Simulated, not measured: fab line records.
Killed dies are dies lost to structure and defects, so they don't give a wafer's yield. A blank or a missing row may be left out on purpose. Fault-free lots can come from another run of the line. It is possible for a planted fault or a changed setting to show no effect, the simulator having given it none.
fab line records    flow n5Finfet
record: lots: 4  wafers: 12  lastDay: 17
route steps=1938 shown BEOL_M4@1099 BEOL_M5@1112 BEOL_M11@1579 PASSIVATION@1936
lots that met no fault: taken from a fault-free run of the same line
startH: the number of hours between the record's first day and the start of the first shown wafer of the lot    waitH: how many hours have passed since the lot's step before this one    " repeats the value in the row above    L1.1+2: a row that stands for several wafers    - no value present, or no start provided    * or withheld: withheld    < > ~ a bound
route shown NAME@n: a module of which the file shows steps, and the number in the route of the first    usual: mean and standard deviation over wafers with no fault    same: alike in all rows    chamber/n: place in a boat    sites: each site's reading    _std_site: the values' standard deviation    _edge_site: mean of outer sites minus mean of inner sites    radiusMm: for every site, how far away it sits from the centre of the wafer    mask NAME#n: copy n    behind: the last tool/chamber to shape the wafer    hold: cause of the lot's hold/its duration in hours/its outcome    device: which transistor (n, p or np) failed to switch    end of line: the route-end tests of the same wafers    where a step has no rows: the recipe by itself    killed: not the wafer's yield, but the dies lost to structure and defects at the first sort    map: per-die view of a wafer (x killed, . not killed, _ where there is no die)
set.NAME: the run value of the setting; set.NAME@STEP: its run value at that earlier step    model.NAME: the simulator's own value behind a step, which no gauge read
lots seen at some steps along the route; tables by step, rows by wafer
services: the hour from which a tool's chamber was out of use, counted from the record's first day as startH (under 0 if before that day), plus the number of hours and why
== steps ==
step: N5_BEOL_M4_ANNEAL_95
recipe: tempC: 400  timeS: 240  ambient: vacuum
step: N5_BEOL_M4_SPUTTER_96
recipe: material: Cu  targetThkA: 45  tempC: -20  chamberPressurePa: 0.07  powerW: withheld  timeS: 8.29
step: N5_BEOL_M4_ECD_50
recipe: material: Cu  targetThkA: 3000
step: N5_BEOL_M4_ANNEAL_51
recipe: tempC: 225  timeS: 90  ambient: N2
step: N5_BEOL_M4_CMP_52
recipe: stopOn: SiOC  tOverpolishS: 6.8  downForcePsi: 1  platenRpm: 50  clearingPlatenDownForcePsi: 1.5  clearingPlatenRpm: 50  postCmpClean: cuAlkaline  targetThkNm: 40  clearingPlatenPadVelocityMS: 0.99484  padVelocityMS: 0.99484
step: N5_BEOL_M4_PRE_CLEAN_60
recipe: gas: NH3/H2  timeS: 15  tempC: *  rfPowerW: 300
step: N5_BEOL_M4_CO_CAP_55
recipe: material: Co  targetThkA: 20  tempC: 200  precursor: CCTBA/H2  pressureTorr: 30  timeS: 102.1
step: N5_BEOL_M4_PRE_CLEAN_56
recipe: gas: NH3  timeS: 15  tempC: withheld  rfPowerW: 300
step: N5_BEOL_M4_DEP_57
recipe: material: SiCN  targetThkA: 80  tempC: withheld  precursor: 3MS/NH3  pressureTorr: 3  rfW: 202  timeS: 14
step: N5_BEOL_M4_RC_MEAS_101
usual: DIBL_N: 36.3/1  DIBL_P: 36.2/1.4  IOFF_N: 0.157/0.021  IOFF_P: 0.206/0.025  ION_N: 673/9  ION_P: 461/6.4  SS_N: 71.5/0.5  SS_P: 73.2/0.47  VT_N: 249.9/2.4  VT_P: -250.6/2.9
lot.wafer  tool       chamber  startH  waitH  DIBL_N[mV/V]  DIBL_P[mV/V]  IOFF_N[nA/um]  IOFF_P[nA/um]  ION_N[uA/um]  ION_P[uA/um]  SS_N[mV/dec]  SS_P[mV/dec]  VT_N[mV]  VT_P[mV]
L436.2     prober-01  0        201.70  0.2    38.3          36.8          0.173          0.210          677           462           71.7          73.0          248.6     -252.0
L436.4     "          0        "       "      37.3          36.1          0.155          0.206          684           468           71.7          73.3          248.2     -249.6
L436.5     "          0        "       "      37.6          37.2          0.176          0.225          683           464           71.7          73.3          246.7     -250.1
L437.2     prober-01  0        205.92  0.2    35.4          36.7          0.171          0.242          685           475           71.3          73.3          246.4     -247.5
L437.3     "          0        "       "      35.2          36.4          0.175          0.233          681           466           71.3          73.0          248.7     -247.1
L437.5     "          0        "       "      36.5          37.6          0.194          0.253          675           463           73.0          73.9          245.6     -245.2
L449.2     prober-02  0        281.26  0.2    36.6          34.8          0.135          0.168          669           453           70.4          73.2          254.0     -258.1
L449.3     "          0        "       "      37.9          36.4          0.154          0.194          660           451           71.8          73.4          250.3     -253.6
L449.6     "          0        "       "      35.5          33.2          0.115          0.150          644           440           71.3          72.7          256.4     -258.1
L453.2     prober-02  0        306.72  0.2    35.5          37.7          0.165          0.194          679           464           71.2          73.0          245.6     -249.8
L453.3     "          0        "       "      37.6          40.5          0.204          0.238          683           466           72.0          74.0          246.8     -250.4
L453.6     "          0        "       "      36.9          40.0          0.204          0.231          686           463           71.8          74.2          245.4     -250.8
step: N5_BEOL_M5_ILD_DEP_00
recipe: material: SiCOH_lowk  targetThkA: 1406.4  tempC: 300  precursor: DEMS/porogen  pressureTorr: 5  rfW: 500  timeS: 25.9
step: N5_BEOL_M5_CURE_79
recipe: tempC: 385  timeS: 240  ambient: He/Ar  material: SiCOH_lowk
step: N5_BEOL_M5_PECVD_70
recipe: material: SiO2  targetThkA: 160  tempC: 400  precursor: TEOS/O2  pressureTorr: 5.5  rfW: 450  teosFlowSccm: 53.8  gas: O2  flowSccm: 3000  timeS: 18
step: N5_BEOL_M5_HM_DEP_02
recipe: material: TiN  targetThkA: 200  tempC: 25  chamberPressurePa: 0.49996
step: N5_BEOL_M5_COAT_59
recipe: resist: SOC  tempC: 250  timeS: 60  spinRpm: 1500  resistThkNm: 60
step: N5_BEOL_M5_COAT_60
recipe: resist: SiARC  tempC: 220  timeS: 60  spinRpm: 1500  resistThkNm: 12
step: N5_BEOL_M5_COAT_71
recipe: resist: underlayer  tempC: 205  timeS: 60  spinRpm: 1500  resistThkNm: 5
step: N5_BEOL_M5_COAT_05
recipe: resist: CAR-EUV  spinRpm: 1500  resistThkNm: 30
step: N5_BEOL_M5_EBR_07
recipe: solvent: PGMEA  ebrWidthMm: 1.5
step: N5_BEOL_M5_SOFTBAKE_06
recipe: tempC: 110  timeS: 60  resist: CAR-EUV
step: N5_BEOL_M5_EXPOSE_08
recipe: maskId: M5  na: 0.33  sourceShape: annular  sigmaInner: 0.4  sigmaOuter: 0.8  polarization: unpolarized  targetCdNm: 28  doseMj: 35.75
step: N5_BEOL_M5_PEB_09
recipe: pebTempC: 100  pebTimeS: 60  resist: CAR-EUV
step: N5_BEOL_M5_DEVELOP_10
recipe: developTimeS: 30  developer: TMAH  resist: CAR-EUV  rinseLiquid: surfactantRinse  dry: airSpin  devTempC: 23
step: N5_BEOL_M5_DESCUM_16
recipe: chemistry: O2  timeS: 7  sourcePowerW: 50  biasPowerW: 20  pressureMtorr: 20  rfFrequencyHz: 2.712e+07  tempC: 40  resist: CAR-EUV  o2FlowSccm: 225
step: N5_BEOL_M5_ETCH_72
recipe: chemistry: N2/H2  target: underlayer  targetDepthA: 65  maskMaterial: CAR-EUV  timeS: 5.2  ionEnergyEv: 200  pressureMtorr: 30  sourceW: 840  biasW: 150  n2FlowSccm: 200  h2FlowSccm: 200  ends: cleared
step: N5_BEOL_M5_ETCH_61
recipe: chemistry: CF4  target: SiARC  targetDepthA: 156  maskMaterial: CAR-EUV  timeS: 26  ionEnergyEv: 80  pressureMtorr: 40  sourceW: 545  biasW: 36  Ar_flow_sccm: 100  cf4FlowSccm: 100  ends: cleared
step: N5_BEOL_M5_ETCH_62
recipe: chemistry: N2/H2  target: SOC  targetDepthA: 750  overetchA: 150  maskMaterial: SiARC  tempC: 40  timeS: 112.5  ionEnergyEv: 200  pressureMtorr: 30  sourceW: 840  biasW: 150  n2FlowSccm: 200  h2FlowSccm: 200
step: N5_BEOL_M5_STRIP_63
recipe: chemistry: N2/H2  tempC: 40  n2FlowSccm: 200  h2FlowSccm: 200  rfFrequencyHz: 6e+07
step: N5_BEOL_M5_STRIP_73
recipe: chemistry: N2/H2  tempC: 40  n2FlowSccm: 200  h2FlowSccm: 200  rfFrequencyHz: 6e+07
step: N5_BEOL_M5_STRIP_64
recipe: chemistry: CF4  resist: SiARC  powerW: 300  biasPowerW: 75  pressureMtorr: 50  cf4FlowSccm: 150  rfFrequencyHz: 6e+07
step: N5_BEOL_M5_HM_OPEN_17
recipe: chemistry: Cl2/BCl3  targetDepthA: 200  overetchA: 60  target: TiN  maskMaterial: SOC  ionEnergyEv: 150  pressureMtorr: 10  icpW: 1000  biasW: 126  Cl2_flow_sccm: 53.25  bcl3FlowSccm: 21.75  Ar_flow_sccm: 25
step: N5_BEOL_M5_STRIP_19
recipe: chemistry: O2  powerW: 400  tempC: 40  pressureMtorr: 30  rfFrequencyHz: 6e+07  biasPowerW: 0  overashFraction: 0.2  o2FlowSccm: 225
step: N5_BEOL_M5_COAT_65
recipe: resist: SOC  tempC: 250  timeS: 60  spinRpm: 1500  resistThkNm: 60
step: N5_BEOL_M5_COAT_66
recipe: resist: SiARC  tempC: 220  timeS: 60  spinRpm: 1500  resistThkNm: 12
step: N5_BEOL_M11_ETCH_41
recipe: chemistry: CH3F/O2  target: SiCN  targetDepthA: 426  taperDeg: 2  timeS: 86  ionEnergyEv: 120  maskMaterial: TiN  pressureMtorr: 30  sourceW: 395  biasW: 75  Ar_flow_sccm: 150  CH3F_flow_sccm: 30  O2_flow_sccm: 20
usual: CH3F_flow_sccm: 29.99/0.077  O2_flow_sccm: 20.01/0.058  drypumpMotorCurrentA: 5.7/0.64  oesProductAu: 0.80/0.093  rfVppV: 297.1/1.8  showerheadPlenumPTorr: 1.99/0.082  throttleValvePct: 16.26/0.19
lot.wafer  tool        chamber  startH  waitH  CH3F_flow_sccm  O2_flow_sccm  drypumpMotorCurrentA  oesProductAu  rfHoursCounterH  rfVppV  showerheadPlenumPTorr  throttleValvePct
L436.2     rieDiel-03  0        259.96  -      -               -             -                     -             -                -       -                      -
L436.4     "           0        "       "      -               -             -                     -             -                -       -                      -
L436.5     "           3        "       "      -               -             -                     -             -                -       -                      -
L437.2     rieDiel-01  1        268.24  -      -               -             -                     -             -                -       -                      -
L437.3     "           0        "       "      -               -             -                     -             -                -       -                      -
L437.5     "           1        "       "      -               -             -                     -             -                -       -                      -
L449.2     rieDiel-01  1        346.17  -      30.08           19.98         5.8                   0.84          87               298.5   2.11                   16.18
L449.3     "           0        "       "      29.90           20.11         6.0                   0.91          41               298.8   2.03                   16.14
L449.6     "           3        "       "      30.13           19.96         4.9                   0.86          -                297.3   2.04                   16.01
L453.2     rieDiel-03  1        361.93  -      29.92           20.05         5.4                   0.70          230              296.7   2.06                   16.33
L453.3     "           0        "       "      29.94           19.92         5.4                   0.92          27               298.3   2.04                   15.91
L453.6     "           3        "       "      29.89           19.98         5.2                   0.72          -                294.1   1.83                   16.25
step: N5_PASSIVATION_PROBE_49
usual: defectLimitedYield: 91.1/1.3  killed_at_M0_to_M3: 36/10  killed_at_M4_up: 14/4.4  killedAtContacts: 14/5.7  killedAtFrontEnd: 39/9.4  killedAtOther: 2.9/2.6  killedDies: 105/15  killedOnRim: 14/3.5  killedOpen: 70/12  killedShort: 34/7.1  sort_bin_5_function: 5.3/0.77  sort_bin_6_memory: 3.3/0.66  sort_bin_8_speed: 0.00/0.007  sortNPass: 1075/15  sortYieldPct: 91.1/1.3
same: grossDies: 1180  killedAtBackSide: 0  sort_bin_4_leakage[%]: 0
lot.wafer  tool       chamber  startH  waitH  defectLimitedYield[%]  killed_at_M0_to_M3  killed_at_M4_up  killedAtContacts  killedAtFrontEnd  killedAtOther  killedDies  killedOnRim  killedOpen  killedShort  sort_bin_5_function[%]  sort_bin_6_memory[%]  sort_bin_8_speed[%]  sortNPass  sortYieldPct[%]
L436.2     prober-02  -        303.62  0.1    0                      45                  1077             18                34                6              1180        152          86          37           95.4                    4.4                   0                    0          0
L436.4     prober-02  -        303.72  0.2    0                      29                  1092             24                31                4              1180        152          67          32           96.4                    3.3                   0                    0          0
L436.5     prober-02  -        303.77  0.2    0                      41                  1084             24                31                0              1180        152          74          35           95.7                    4.0                   0                    0          0
L437.2     prober-01  -        308.58  0.1    0                      43                  1090             13                33                1              1180        152          59          36           96.8                    3.1                   0                    0          0
L437.3     prober-01  -        308.63  0.1    0                      34                  1109             12                22                3              1180        152          54          34           97.2                    2.4                   0                    0          0
L437.5     prober-01  -        308.73  0.2    0                      55                  1079             12                32                2              1180        152          81          33           96.9                    2.7                   0                    0          0
killed by level:class
L436.2 BEOL_M11:areaEtch=1056 MOL_CONTACT_COAG:geometricParticle:open=15 BEOL_M0_SAQP:geometricParticle:open=15 BEOL_M0_SAQP:geometricParticle:short=14 BEOL_M4:geometricParticle:open=13 STI_FIN_REVEAL:geometricParticle:open=11 FIN_SAQP:geometricParticle:short=6 FIN_SAQP:geometricParticle:open=4
L436.4 BEOL_M11:areaEtch=1079 MOL_CONTACT_COAG:geometricParticle:open=22 FIN_SAQP:geometricParticle:short=10 BEOL_M0_SAQP:geometricParticle:open=8 BEOL_M3:geometricParticle:open=8 FIN_SAQP:geometricParticle:open=6 STI_FIN_REVEAL:geometricParticle:open=5 BEOL_M0_SAQP:geometricParticle:short=4
L436.5 BEOL_M11:areaEtch=1070 MOL_CONTACT_COAG:geometricParticle:open=18 BEOL_M0_SAQP:geometricParticle:open=13 BEOL_M0_SAQP:geometricParticle:short=13 FIN_SAQP:geometricParticle:short=7 FIN_SAQP:geometricParticle:open=6 STI_FIN_REVEAL:geometricParticle:open=6 MOL_CONTACT_COAG:geometricParticle:short=6
L437.2 BEOL_M11:areaEtch=1081 BEOL_M1:geometricParticle:open=15 FIN_SAQP:geometricParticle:short=11 BEOL_M0_SAQP:geometricParticle:open=11 MOL_CONTACT_COAG:geometricParticle:open=10 BEOL_M0_SAQP:geometricParticle:short=9 STARTING-WAFER:geometricParticle:open=6 FIN_SAQP:geometricParticle:open=3
L437.3 BEOL_M11:areaEtch=1090 MOL_CONTACT_COAG:geometricParticle:open=9 BEOL_M5:geometricParticle:open=9 BEOL_M3:geometricParticle:open=8 FIN_SAQP:geometricParticle:short=7 BEOL_M1:geometricParticle:open=6 BEOL_M0_SAQP:geometricParticle:short=5 BEOL_M1:geometricParticle:short=5
L437.5 BEOL_M11:areaEtch=1061 BEOL_M1:geometricParticle:open=13 MOL_CONTACT_COAG:geometricParticle:open=11 FIN_SAQP:geometricParticle:short=10 BEOL_M0_SAQP:geometricParticle:open=10 BEOL_M3:geometricParticle:open=9 BEOL_M2:geometricParticle:open=8 FIN_SAQP:geometricParticle:open=7
map L436.2 (x killed, . not)
_________________xxxxxxxxxxxx________________
______________xxxxxxxxxxxxxxxxxx_____________
___________xxxxxxxxxxxxxxxxxxxxxxxx__________
__________xxxxxxxxxxxxxxxxxxxxxxxxxx_________
________xxxxxxxxxxxxxxxxxxxxxxxxxxxxxx_______
_______xxxxxxxxxxxxxxxxxxxxxxxxxxxxxxxx______
______xxxxxxxxxxxxxxxxxxxxxxxxxxxxxxxxxx_____
_____xxxxxxxxxxxxxxxxxxxxxxxxxxxxxxxxxxxx____
____xxxxxxxxxxxxxxxxxxxxxxxxxxxxxxxxxxxxxx___
___xxxxxxxxxxxxxxxxxxxxxxxxxxxxxxxxxxxxxxxx__
___xxxxxxxxxxxxxxxxxxxxxxxxxxxxxxxxxxxxxxxx__
__xxxxxxxxxxxxxxxxxxxxxxxxxxxxxxxxxxxxxxxxxx_
__xxxxxxxxxxxxxxxxxxxxxxxxxxxxxxxxxxxxxxxxxx_
_xxxxxxxxxxxxxxxxxxxxxxxxxxxxxxxxxxxxxxxxxxxx
_xxxxxxxxxxxxxxxxxxxxxxxxxxxxxxxxxxxxxxxxxxxx
_xxxxxxxxxxxxxxxxxxxxxxxxxxxxxxxxxxxxxxxxxxxx
_xxxxxxxxxxxxxxxxxxxxxxxxxxxxxxxxxxxxxxxxxxxx
_xxxxxxxxxxxxxxxxxxxxxxxxxxxxxxxxxxxxxxxxxxxx
_xxxxxxxxxxxxxxxxxxxxxxxxxxxxxxxxxxxxxxxxxxxx
_xxxxxxxxxxxxxxxxxxxxxxxxxxxxxxxxxxxxxxxxxxxx
_xxxxxxxxxxxxxxxxxxxxxxxxxxxxxxxxxxxxxxxxxxxx
__xxxxxxxxxxxxxxxxxxxxxxxxxxxxxxxxxxxxxxxxxx_
__xxxxxxxxxxxxxxxxxxxxxxxxxxxxxxxxxxxxxxxxxx_
___xxxxxxxxxxxxxxxxxxxxxxxxxxxxxxxxxxxxxxxx__
___xxxxxxxxxxxxxxxxxxxxxxxxxxxxxxxxxxxxxxxx__
____xxxxxxxxxxxxxxxxxxxxxxxxxxxxxxxxxxxxxx___
_____xxxxxxxxxxxxxxxxxxxxxxxxxxxxxxxxxxxx____
______xxxxxxxxxxxxxxxxxxxxxxxxxxxxxxxxxx_____
_______xxxxxxxxxxxxxxxxxxxxxxxxxxxxxxxx______
________xxxxxxxxxxxxxxxxxxxxxxxxxxxxxx_______
__________xxxxxxxxxxxxxxxxxxxxxxxxxx_________
___________xxxxxxxxxxxxxxxxxxxxxxxx__________
______________xxxxxxxxxxxxxxxxxx_____________
_________________xxxxxxxxxxxx________________
map L437.2 (x killed, . not)
_________________xxxxxxxxxxxx________________
______________xxxxxxxxxxxxxxxxxx_____________
___________xxxxxxxxxxxxxxxxxxxxxxxx__________
__________xxxxxxxxxxxxxxxxxxxxxxxxxx_________
________xxxxxxxxxxxxxxxxxxxxxxxxxxxxxx_______
_______xxxxxxxxxxxxxxxxxxxxxxxxxxxxxxxx______
______xxxxxxxxxxxxxxxxxxxxxxxxxxxxxxxxxx_____
_____xxxxxxxxxxxxxxxxxxxxxxxxxxxxxxxxxxxx____
____xxxxxxxxxxxxxxxxxxxxxxxxxxxxxxxxxxxxxx___
___xxxxxxxxxxxxxxxxxxxxxxxxxxxxxxxxxxxxxxxx__
___xxxxxxxxxxxxxxxxxxxxxxxxxxxxxxxxxxxxxxxx__
__xxxxxxxxxxxxxxxxxxxxxxxxxxxxxxxxxxxxxxxxxx_
__xxxxxxxxxxxxxxxxxxxxxxxxxxxxxxxxxxxxxxxxxx_
_xxxxxxxxxxxxxxxxxxxxxxxxxxxxxxxxxxxxxxxxxxxx
_xxxxxxxxxxxxxxxxxxxxxxxxxxxxxxxxxxxxxxxxxxxx
_xxxxxxxxxxxxxxxxxxxxxxxxxxxxxxxxxxxxxxxxxxxx
_xxxxxxxxxxxxxxxxxxxxxxxxxxxxxxxxxxxxxxxxxxxx
_xxxxxxxxxxxxxxxxxxxxxxxxxxxxxxxxxxxxxxxxxxxx
_xxxxxxxxxxxxxxxxxxxxxxxxxxxxxxxxxxxxxxxxxxxx
_xxxxxxxxxxxxxxxxxxxxxxxxxxxxxxxxxxxxxxxxxxxx
_xxxxxxxxxxxxxxxxxxxxxxxxxxxxxxxxxxxxxxxxxxxx
__xxxxxxxxxxxxxxxxxxxxxxxxxxxxxxxxxxxxxxxxxx_
__xxxxxxxxxxxxxxxxxxxxxxxxxxxxxxxxxxxxxxxxxx_
___xxxxxxxxxxxxxxxxxxxxxxxxxxxxxxxxxxxxxxxx__
___xxxxxxxxxxxxxxxxxxxxxxxxxxxxxxxxxxxxxxxx__
____xxxxxxxxxxxxxxxxxxxxxxxxxxxxxxxxxxxxxx___
_____xxxxxxxxxxxxxxxxxxxxxxxxxxxxxxxxxxxx____
______xxxxxxxxxxxxxxxxxxxxxxxxxxxxxxxxxx_____
_______xxxxxxxxxxxxxxxxxxxxxxxxxxxxxxxx______
________xxxxxxxxxxxxxxxxxxxxxxxxxxxxxx_______
__________xxxxxxxxxxxxxxxxxxxxxxxxxx_________
___________xxxxxxxxxxxxxxxxxxxxxxxx__________
______________xxxxxxxxxxxxxxxxxx_____________
_________________xxxxxxxxxxxx________________
== services ==
tool        chamber  startH  hours  kind
rieDiel-01  2        247.19  13.3   repair
rieDiel-03  2        251.67  11.3   repair
rieDiel-03  0        263.00  -      clean
rieDiel-03  0        263.00  -      consumableReplace:focusRing
rieDiel-03  0        263.00  18.7   scheduledDown
rieDiel-03  0        263.00  18.7   ventCycle
rieDiel-01  2        276.08  10.4   repair
rieDiel-03  1        291.76  7.9    repair
== key ==
firstSign: step: N5_BEOL_M11_ETCH_41  reading: toolRecord  direction: missing
effect: step: N5_PASSIVATION_PROBE_49  reading: killed_at_M4_up  direction: up  sigmas: 99+  usual: 14  struck: 1088
moreKillsBornAt: N5_BEOL_M11_ETCH_41@rieDiel-01: 3232  N5_BEOL_M11_ETCH_41@rieDiel-03: 3205
metAt N5_BEOL_M11_ETCH_41
struckWafers L436.2,L436.4,L436.5,L437.2,L437.3,L437.5
laterRowsLeftOut L436.2,L436.4,L436.5,L437.2,L437.3,L437.5
fault: kind: skippedStepWhole  tool: rieDiel-01,rieDiel-03  chamber: -  onsetH: 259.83  steps: N5_BEOL_M11_ETCH_41  scope: struckLotsOnly
laterRowsLeftOut: the simulator's readings of these wafers behind a module that went badly wrong aren't trusted and aren't shown, but for the sort
